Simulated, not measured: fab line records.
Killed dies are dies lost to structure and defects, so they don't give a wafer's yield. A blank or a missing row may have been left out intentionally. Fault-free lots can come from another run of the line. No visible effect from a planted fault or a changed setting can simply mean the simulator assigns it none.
Split-lot study || flow n5Finfet || 7 lots, 21 wafers read, on a route of 1938 steps

== ON THE SPLIT ==
At N5_SD_EPI_N_EPI_21 (deposits Si:P, time 690 s), the setting epiGrowthTimeS was moved away from the recipe's 690 s on 6 of the 21 wafers read, by -4.0% to +6.6%. This setting was run at the recipe's value on the other wafers.

Reading taken at the split's own step.

== THE READING ==
Si-P_of_SD_EPI_N_EPI_21.thkNm (the simulator's own value, which no gauge read), in nm, at N5_SD_EPI_N_EPI_21 (deposits Si:P, time 690 s). The file gives no usual value for it. Average 58.9 nm, standard deviation 0.61 nm, over the 15 wafers here run with the recipe.

{"wafer": "L074.1", "tool, chamber at the split": "epiRpcvd-02, 0", "epiGrowthTimeS as run, s": 690, "against the recipe": "recipe", "Si-P_of_SD_EPI_N_EPI_21.thkNm, nm": 60.2, "against lot-mates on the recipe": "-"}
{"wafer": "L074.3", "tool, chamber at the split": "epiRpcvd-02, 0", "epiGrowthTimeS as run, s": 662.5, "against the recipe": "-4.0%", "Si-P_of_SD_EPI_N_EPI_21.thkNm, nm": 58.4, "against lot-mates on the recipe": -1.8}
{"wafer": "L074.4", "tool, chamber at the split": "epiRpcvd-02, 0", "epiGrowthTimeS as run, s": 662.5, "against the recipe": "-4.0%", "Si-P_of_SD_EPI_N_EPI_21.thkNm, nm": 57.4, "against lot-mates on the recipe": -2.8}
{"wafer": "L076.1", "tool, chamber at the split": "epiRpcvd-02, 0", "epiGrowthTimeS as run, s": 690, "against the recipe": "recipe", "Si-P_of_SD_EPI_N_EPI_21.thkNm, nm": 58.4, "against lot-mates on the recipe": "-"}
{"wafer": "L076.2", "tool, chamber at the split": "epiRpcvd-02, 0", "epiGrowthTimeS as run, s": 690, "against the recipe": "recipe", "Si-P_of_SD_EPI_N_EPI_21.thkNm, nm": 58.4, "against lot-mates on the recipe": "-"}
{"wafer": "L076.5", "tool, chamber at the split": "epiRpcvd-02, 0", "epiGrowthTimeS as run, s": 690, "against the recipe": "recipe", "Si-P_of_SD_EPI_N_EPI_21.thkNm, nm": 59, "against lot-mates on the recipe": "-"}
{"wafer": "L077.1", "tool, chamber at the split": "epiRpcvd-02, 0", "epiGrowthTimeS as run, s": 690, "against the recipe": "recipe", "Si-P_of_SD_EPI_N_EPI_21.thkNm, nm": 59.6, "against lot-mates on the recipe": "-"}
{"wafer": "L077.4", "tool, chamber at the split": "epiRpcvd-02, 0", "epiGrowthTimeS as run, s": 690, "against the recipe": "recipe", "Si-P_of_SD_EPI_N_EPI_21.thkNm, nm": 59.6, "against lot-mates on the recipe": "-"}
{"wafer": "L077.5", "tool, chamber at the split": "epiRpcvd-02, 0", "epiGrowthTimeS as run, s": 690, "against the recipe": "recipe", "Si-P_of_SD_EPI_N_EPI_21.thkNm, nm": 59.6, "against lot-mates on the recipe": "-"}
{"wafer": "L079.2", "tool, chamber at the split": "epiRpcvd-03, 0", "epiGrowthTimeS as run, s": 690, "against the recipe": "recipe", "Si-P_of_SD_EPI_N_EPI_21.thkNm, nm": 58.2, "against lot-mates on the recipe": "-"}
{"wafer": "L079.3", "tool, chamber at the split": "epiRpcvd-03, 0", "epiGrowthTimeS as run, s": 725.7, "against the recipe": "+5.2%", "Si-P_of_SD_EPI_N_EPI_21.thkNm, nm": 61, "against lot-mates on the recipe": "+2.7"}
{"wafer": "L079.6", "tool, chamber at the split": "epiRpcvd-03, 0", "epiGrowthTimeS as run, s": 690, "against the recipe": "recipe", "Si-P_of_SD_EPI_N_EPI_21.thkNm, nm": 58.4, "against lot-mates on the recipe": "-"}
{"wafer": "L084.1", "tool, chamber at the split": "epiRpcvd-02, 0", "epiGrowthTimeS as run, s": 690, "against the recipe": "recipe", "Si-P_of_SD_EPI_N_EPI_21.thkNm, nm": 59, "against lot-mates on the recipe": "-"}
{"wafer": "L084.3", "tool, chamber at the split": "epiRpcvd-02, 0", "epiGrowthTimeS as run, s": 690, "against the recipe": "recipe", "Si-P_of_SD_EPI_N_EPI_21.thkNm, nm": 58.8, "against lot-mates on the recipe": "-"}
{"wafer": "L084.4", "tool, chamber at the split": "epiRpcvd-02, 0", "epiGrowthTimeS as run, s": 690, "against the recipe": "recipe", "Si-P_of_SD_EPI_N_EPI_21.thkNm, nm": 58.4, "against lot-mates on the recipe": "-"}
{"wafer": "L090.1", "tool, chamber at the split": "epiRpcvd-01, 0", "epiGrowthTimeS as run, s": 690, "against the recipe": "recipe", "Si-P_of_SD_EPI_N_EPI_21.thkNm, nm": 58.6, "against lot-mates on the recipe": "-"}
{"wafer": "L090.2", "tool, chamber at the split": "epiRpcvd-01, 0", "epiGrowthTimeS as run, s": 690, "against the recipe": "recipe", "Si-P_of_SD_EPI_N_EPI_21.thkNm, nm": 58, "against lot-mates on the recipe": "-"}
{"wafer": "L090.6", "tool, chamber at the split": "epiRpcvd-01, 0", "epiGrowthTimeS as run, s": 714.9, "against the recipe": "+3.6%", "Si-P_of_SD_EPI_N_EPI_21.thkNm, nm": 59.4, "against lot-mates on the recipe": "+1.1"}
{"wafer": "L091.1", "tool, chamber at the split": "epiRpcvd-03, 0", "epiGrowthTimeS as run, s": 690, "against the recipe": "recipe", "Si-P_of_SD_EPI_N_EPI_21.thkNm, nm": 58.8, "against lot-mates on the recipe": "-"}
{"wafer": "L091.3", "tool, chamber at the split": "epiRpcvd-03, 0", "epiGrowthTimeS as run, s": 735.8, "against the recipe": "+6.6%", "Si-P_of_SD_EPI_N_EPI_21.thkNm, nm": 60.8, "against lot-mates on the recipe": "+2.0"}
{"wafer": "L091.6", "tool, chamber at the split": "epiRpcvd-03, 0", "epiGrowthTimeS as run, s": 735.8, "against the recipe": "+6.6%", "Si-P_of_SD_EPI_N_EPI_21.thkNm, nm": 61.4, "against lot-mates on the recipe": "+2.6"}

FIT RESULTS
A straight line over all 21 wafers: Si-P_of_SD_EPI_N_EPI_21.thkNm changes by +0.312 nm for each +1% of epiGrowthTimeS; r = +0.82; the points scatter about the line by 0.61 nm.
The same after taking each lot's own level away (the mean of its wafers on the recipe; 21 wafers): +0.428 nm for each +1%; r = +0.95; scatter 0.38 nm.
On that fit, the largest move of epiGrowthTimeS shifts the reading by 2.8 nm.
Across the lots, their own levels run from 58.30 to 60.20 nm, a range of 3.1 times the standard deviation given above.
So the lot-to-lot level changes the slope: the two fits differ.
Check: for one of the wafers moved furthest among these (+6.6%), held out of the fit, the line's prediction against its lot-mates is +3.02 nm. It came out at +2 nm against them.

== THE FILE'S OWN FIT ==
Si-P_of_SD_EPI_N_EPI_21.thkNm changes by +0.425 nm for each +1% of epiGrowthTimeS, r = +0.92.
